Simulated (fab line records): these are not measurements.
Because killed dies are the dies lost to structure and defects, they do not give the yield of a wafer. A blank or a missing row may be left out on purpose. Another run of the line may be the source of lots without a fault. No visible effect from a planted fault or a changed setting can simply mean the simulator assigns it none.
Chamber matching    flow nand-harc    NHARC_A_STAIRCASE_TRIM_187 on rie-diel-03 has 4 sister chambers
The step chemistry O2, time 211.2 s. 8 wafers are shown with their chamber, then 8 later ones without.

WAFERS PAIRED WITH THEIR CHAMBERS
wafer   chamber  showerhead-plenum-p-Torr (Torr)  drypump-motor-current-A (A)
L075.4  3        3.67                             6.2
L077.6  0        3.49                             6.1
L080.3  3        3.67                             6.2
L087.5  2        3.72                             6.1
L090.3  2        3.71                             6.0
L090.4  1        3.45                             6.3
L090.6  0        3.47                             6.1
L092.1  1        3.44                             6.3

WAFERS MISSING THEIR CHAMBER
wafer   showerhead-plenum-p-Torr (Torr)  drypump-motor-current-A (A)
L092.3  3.71                             6.1
L092.5  3.65                             6.2
L095.1  3.70                             6.0
L095.4  3.44                             6.3
L095.6  3.46                             6.1
L096.2  3.46                             6.1
L096.5  3.46                             6.1
L096.6  3.64                             6.2

EACH ONE'S CHAMBER
wafer   from the rows above  in truth
L092.3  2                    2
L092.5  3                    3
L095.1  2                    2
L095.4  1                    1
L095.6  0                    0
L096.2  0                    0
L096.5  0                    0
L096.6  3                    3
8 of 8 placed correctly. From these rows, 0 cannot be placed. Number placed wrongly: 0.
How it was worked out, from the rows above alone: a wafer's distance from a chamber is the root of the sum, over the readings, of the square of ((its reading less the chamber's mean) divided by the reading's scatter). The wafer belongs to the nearest chamber; if the next one is less than 2 further off, it can't be placed. A chamber's mean is the mean of its shown wafers. The scatter: the root of (the sum of the squares of (reading less its chamber's mean) over the shown wafers, divided by (wafers less chambers)).
